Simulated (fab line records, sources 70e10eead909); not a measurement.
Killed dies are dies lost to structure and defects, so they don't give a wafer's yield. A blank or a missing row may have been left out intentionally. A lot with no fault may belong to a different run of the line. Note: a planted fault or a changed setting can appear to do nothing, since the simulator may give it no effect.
3 desks looking at one fault | flow nand harc | each desk holds nothing but its own numbers, with what lay behind them at the end

== FOR THE TOOL OWNER'S DESK: litho track-06 ==
The tool's own readings at NHARC_P_M0_PEB_07 (peb time 65 s): means of the sampled wafers that have a number, for each lot that ran on this tool. Any lot whose mean is over 4 standard deviations away from the usual mean is out of limits and marked OUT; that distance is given in the brackets.
Columns: A = heater power total W at NHARC_P_M0_PEB_07, usual 156.7 W; B = plate temp C at NHARC_P_M0_PEB_07, usual 100.00 C
lot  | first seen here | A               | B
L548 | day 10 14:22    | 157.1           | 100.13
L550 | day 11 10:47    | 156.8           | 100.03
L552 | day 12 06:23    | 156.4           | 99.84
L551 | day 12 07:25    | 157.0           | 99.82
L559 | day 15 11:52    | 147.7 (-21) OUT | 95.90 (-29) OUT
L560 | day 16 01:13    | 147.7 (-21) OUT | 96.03 (-28) OUT
This desk's finding: out of limits on L559, L560; first on L559, day 15 11:52 (heater power total W at NHARC_P_M0_PEB_07). Within limits: L548, L550, L552, L551.

== THE METROLOGY DESK ==
What the gauges read, lot by lot, whatever tool the lot ran on: means of the sampled wafers that have a number. Any lot whose mean is over 4 standard deviations away from the usual mean is out of limits and marked OUT; that distance is given in the brackets.
Columns: A = overlay x nm at NHARC_P_CONTACT_OVL_MEAS_13, usual -0.3 nm; B = overlay y nm at NHARC_P_CONTACT_OVL_MEAS_13, usual 0.1 nm; C = overlay x nm at NHARC_P_M0_OVL_MEAS_10, usual -0.2 nm; D = overlay y nm at NHARC_P_M0_OVL_MEAS_10, usual -0.1 nm
lot  | first seen here | A    | B    | C    | D
L537 | day 5 21:56     | -0.1 | -0.6 | 0.4  | -0.5
L539 | day 7 01:54     | -0.2 | 0.3  | -1.4 | -0.5
L540 | day 7 04:33     | -1.3 | 0.5  | -0.3 | -1.8
L541 | day 7 10:14     | -1.5 | 0.1  | 1.5  | -0.2
L542 | day 8 01:11     | -1.3 | 0.2  | 0.2  | 1.3
L543 | day 8 11:49     | -0.3 | 0.0  | -0.2 | 0.5
L545 | day 9 04:07     | 0.2  | 0.7  | 0.2  | -1.0
L548 | day 10 10:19    | -0.1 | 0.3  | 1.4  | 0.9
L549 | day 10 19:38    | 0.2  | -0.3 | -0.5 | -0.1
L550 | day 11 06:46    | -0.4 | 0.3  | -0.6 | -1.2
L552 | day 12 02:19    | 0.3  | 0.5  | -0.2 | -1.0
L551 | day 12 03:08    | 0.1  | -1.2 | -0.4 | -0.8
L559 | day 15 07:53    | 0.9  | -0.9 | 0.2  | -0.2
L560 | day 15 21:13    | -1.2 | 0.4  | -0.5 | -0.4
Result from this desk: across the 14 lots, nothing is out of limits.

== THE DEFECT DESK ==
For each lot, the counts of the inspections along the route, averaged over the sampled wafers that have a number. Any lot whose mean is over 4 standard deviations away from the usual mean is out of limits and marked OUT; that distance is given in the brackets.
Columns: A = raw defect count at NHARC_P_M0_INSPECT_11, usual 3.9
lot  | first seen here | A
L537 | day 6 02:10     | 5.7
L539 | day 7 06:07     | 3.7
L540 | day 7 08:37     | 2.3
L541 | day 7 14:25     | 4.0
L542 | day 8 05:27     | 1.0
L543 | day 8 15:58     | 4.3
L545 | day 9 08:18     | 2.3
L548 | day 10 14:35    | 5.3
L549 | day 10 23:50    | 3.0
L550 | day 11 11:01    | 3.7
L552 | day 12 06:36    | 5.7
L551 | day 12 07:37    | 4.3
L559 | day 15 12:04    | 4.0
L560 | day 16 01:25    | 3.3
Result from this desk: across the 14 lots, nothing is out of limits.

== PUT TOGETHER ==
The tool owner's desk could have raised an alarm at day 15 11:52, on L559, L560.
The metrology desk saw nothing out of limits.
Nothing out of limits was seen by the defect desk.
The metrology desk holds a record of L559, L560, inside its limits.
The defect desk has L559, L560 on record, within its limits.
NHARC_P_M0_PEB_07 was run on litho track-06 by each of the lots named.

== WHAT THE SIMULATOR PUT IN ==
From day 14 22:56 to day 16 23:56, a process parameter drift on litho track-06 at NHARC_P_M0_PEB_07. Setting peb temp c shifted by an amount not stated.
Shown lots that were struck: L559, L560.
Delay in hours, fault start to first out-of-limits reading, by desk: the tool owner's desk at 13.
